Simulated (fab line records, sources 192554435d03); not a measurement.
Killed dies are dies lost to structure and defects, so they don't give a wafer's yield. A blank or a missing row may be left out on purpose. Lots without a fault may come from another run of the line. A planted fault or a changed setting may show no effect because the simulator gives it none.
Which tool did it? | flow n5_finfet | 11 lots, 33 wafers sampled, at 4 steps of a route of 1938

WHAT THE GAUGES READ, wafer by wafer
N5_BEOL_M9_INSPECT_13: inspects for defects (brightfield).
lot  | measured     | on                | raw_defect_count
L523 | day 9 17:04  | defect_inspect-02 | 315 333 411
L525 | day 10 08:32 | defect_inspect-01 | 348 373 270
L526 | day 10 19:54 | defect_inspect-01 | 229 218 293
L527 | day 11 02:35 | defect_inspect-02 | 315 437 296
L534 | day 12 06:27 | defect_inspect-02 | 359 1086 308
L535 | day 12 17:58 | defect_inspect-01 | 1105 305 1067
L539 | day 13 11:10 | defect_inspect-01 | 469 388 374
L542 | day 15 01:04 | defect_inspect-01 | 389 282 554
L541 | day 15 03:02 | defect_inspect-01 | 281 521 331
L545 | day 15 02:49 | defect_inspect-01 | 380 396 336
L544 | day 15 03:44 | defect_inspect-01 | 335 350 178

WHICH TOOL RAN EACH LOT (tool, then ch and the chambers of the sampled wafers, then the start)
lot  | N5_BEOL_M8_PRE_CLEAN_45      | N5_BEOL_M9_CURE_71            | N5_BEOL_M9_PECVD_70
L523 | pvd_sputter-01, day 9 11:38  | uv_cure-02 ch 2, day 9 14:53  | pecvd-02 ch 0,1,2, day 9 15:26
L525 | pvd_sputter-01, day 10 04:58 | uv_cure-01 ch 0, day 10 07:38 | pecvd-01 ch 0,2, day 10 08:01
L526 | pvd_sputter-01, day 10 13:44 | uv_cure-03 ch 0, day 10 17:08 | pecvd-03 ch 0,1, day 10 17:41
L527 | pvd_sputter-01, day 10 22:33 | uv_cure-03 ch 0, day 11 00:17 | pecvd-01 ch 0,1, day 11 00:50
L534 | pvd_sputter-02, day 12 02:45 | uv_cure-01 ch 1, day 12 04:48 | pecvd-01 ch 0,1, day 12 05:16
L535 | pvd_sputter-03, day 12 14:45 | uv_cure-02 ch 0, day 12 16:50 | pecvd-01 ch 1,2, day 12 17:18
L539 | pvd_sputter-03, day 13 07:13 | uv_cure-02 ch 2, day 13 09:08 | pecvd-02 ch 0,1,2, day 13 09:36
L542 | pvd_sputter-03, day 14 21:19 | uv_cure-02 ch 0, day 14 23:55 | pecvd-02 ch 0,1,2, day 15 00:28
L541 | pvd_sputter-03, day 14 21:23 | uv_cure-01 ch 2, day 15 00:21 | pecvd-02 ch 0,1,2, day 15 01:04
L545 | pvd_sputter-02, day 14 22:29 | uv_cure-02 ch 2, day 15 00:23 | pecvd-02 ch 0,1,2, day 15 00:56
L544 | pvd_sputter-02, day 14 22:58 | uv_cure-01 ch 1, day 15 01:09 | pecvd-03 ch 1,2, day 15 02:01
- N5_BEOL_M8_PRE_CLEAN_45: time 30 s.
- N5_BEOL_M9_CURE_71: cures SiCOH lowk, time 240 s.
- N5_BEOL_M9_PECVD_70: deposits SiO2 from TEOS/O2, target thk 20 nm, time 22.7 s.

THE ANSWER, worked out from the rows above alone
Rule: what is usual is taken from the lots themselves. Put in order of their means at a reading, lots are off if they are a third of the lots or fewer, leave a main group of 4 or more, and stand apart from it by a gap of 3 or more times the standard deviation of the main group's means; of several such gaps the widest counts. A main group whose means are all the same, to the digits that the tables above print for the reading, isn't used. A lot without any number at a reading at which 4 lots or more have one is off too. The other lots that the step has rows for count as sound.
Off: L534, L535, at N5_BEOL_M9_INSPECT_13 (raw_defect_count). The main group: mean 348, standard deviation 51.
A tool fits if, at a process step before that reading, it ran every lot that is off, and no sound lot after the first of them. The gauges at N5_BEOL_M9_INSPECT_13 are tried like those tools. One fits: pecvd-01 at N5_BEOL_M9_PECVD_70. Its last sound lot is L527 (day 11 00:50), its first lot that is off L534 (day 12 05:16): a fault that began between those two fits.

WHAT THE SIMULATOR HAD PUT IN
Chamber particle source: pecvd-01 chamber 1, from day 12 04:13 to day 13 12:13, at N5_BEOL_M9_PECVD_70. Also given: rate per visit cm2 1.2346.
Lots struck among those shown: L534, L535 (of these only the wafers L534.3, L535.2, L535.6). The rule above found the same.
